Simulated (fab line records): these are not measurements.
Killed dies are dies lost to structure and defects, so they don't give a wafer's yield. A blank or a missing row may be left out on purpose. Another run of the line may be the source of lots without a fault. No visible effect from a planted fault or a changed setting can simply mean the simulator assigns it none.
Matching of chambers -- flow n5 finfet -- 4 sister chambers for N5_BEOL_M5_ALD_86 on ald metal-04
The step deposits TaN, pulse time 2 s, purge time 3 s, co reactant purge time 2 s. 4 wafers are shown with their chamber, then 8 later ones without.

EACH WAFER AND ITS CHAMBER
wafer,chamber,precursor vessel pressure torr (Torr)
L075.6,1,26.36
L082.2,2,26.35
L082.6,3,26.26
L084.1,0,26.26

WAFERS WHOSE CHAMBER IS MISSING
wafer,precursor vessel pressure torr (Torr)
L084.2,26.12
L084.5,26.15
L090.2,26.27
L090.3,26.18
L090.5,26.24
L095.3,26.27
L095.5,26.19
L095.6,26.25

EACH ONE'S CHAMBER
wafer,from the rows above,in truth
L084.2,can't be placed: 0 or 3 or 2 or 1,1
L084.5,can't be placed: 0 or 3 or 2 or 1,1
L090.2,can't be placed: 0 or 3 or 2 or 1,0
L090.3,can't be placed: 0 or 3 or 2 or 1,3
L090.5,can't be placed: 0 or 3 or 2 or 1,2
L095.3,can't be placed: 0 or 3 or 2 or 1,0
L095.5,can't be placed: 0 or 3 or 2 or 1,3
L095.6,can't be placed: 0 or 3 or 2 or 1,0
0 of 8 placed correctly. Not placeable from these rows: 8 (in 8, the candidates include the true chamber). Number placed wrongly: 0.
How it was worked out, from the rows above alone: a wafer's distance from a chamber is the root of the sum, over the readings, of the square of ((its reading less the chamber's mean) divided by the reading's scatter). If the next closest chamber is less than 2 further off than the closest, the wafer can't be placed; otherwise it belongs to the closest. Each chamber's mean is taken over the wafers shown for it. The scatter: root of mean squared gap, hidden wafer to nearest shown wafer, with one shown wafer a chamber.
